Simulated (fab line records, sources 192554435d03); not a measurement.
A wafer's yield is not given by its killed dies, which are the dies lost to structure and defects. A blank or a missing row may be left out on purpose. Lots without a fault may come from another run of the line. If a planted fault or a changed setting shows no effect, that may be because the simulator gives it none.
Which tool was responsible? / flow n5_finfet / 36 wafers sampled from 12 lots at 1 step of a route of 1938

## WHAT THE GAUGES SHOWED, per wafer
N5_GATE_CUT_INSPECT_26: inspects for defects (darkfield).
lot=L075; measured=day 4 21:04; on=defect_inspect-01; raw_defect_count=49 46 34
lot=L077; measured=day 5 10:00; on=defect_inspect-02; raw_defect_count=25 26 25
lot=L079; measured=day 5 22:07; on=defect_inspect-02; raw_defect_count=17 12 15
lot=L081; measured=day 6 10:11; on=defect_inspect-01; raw_defect_count=19 30 41
lot=L083; measured=day 6 22:29; on=defect_inspect-01; raw_defect_count=48 68 36
lot=L085; measured=day 7 11:26; on=defect_inspect-02; raw_defect_count=14 17 20
lot=L087; measured=day 7 23:26; on=defect_inspect-01; raw_defect_count=50 84 39
lot=L089; measured=day 8 10:46; on=defect_inspect-02; raw_defect_count=49 39 32
lot=L091; measured=day 9 00:57; on=defect_inspect-02; raw_defect_count=43 25 48
lot=L093; measured=day 9 11:43; on=defect_inspect-01; raw_defect_count=54 26 22
lot=L095; measured=day 9 18:13; on=defect_inspect-02; raw_defect_count=18 34 30
lot=L097; measured=day 10 11:16; on=defect_inspect-01; raw_defect_count=29 19 35

## WHAT TOOL EACH LOT RAN ON (gives the tool, then ch and the chambers of the sampled wafers, and finally the start)
Before these readings, the record contains no process step.

## THE ANSWER, worked out from the rows above alone
Rule: the usual values come from the lots themselves. Put in order of their means at a reading, lots are off if they are a third of the lots or fewer, leave a main group of 4 or more, and stand apart from it by a gap of 3 or more times the standard deviation of the main group's means; of several such gaps the widest counts. If all means in a main group match to the digits the tables above print for the reading, that group is not used. Also off: a lot with no number at a reading for which 4 or more lots have one. Any other lot the step has rows for is counted as sound.
No lot is off on any of the readings shown, so nothing can be concluded from this.

## WHAT THE SIMULATOR HAD INSERTED
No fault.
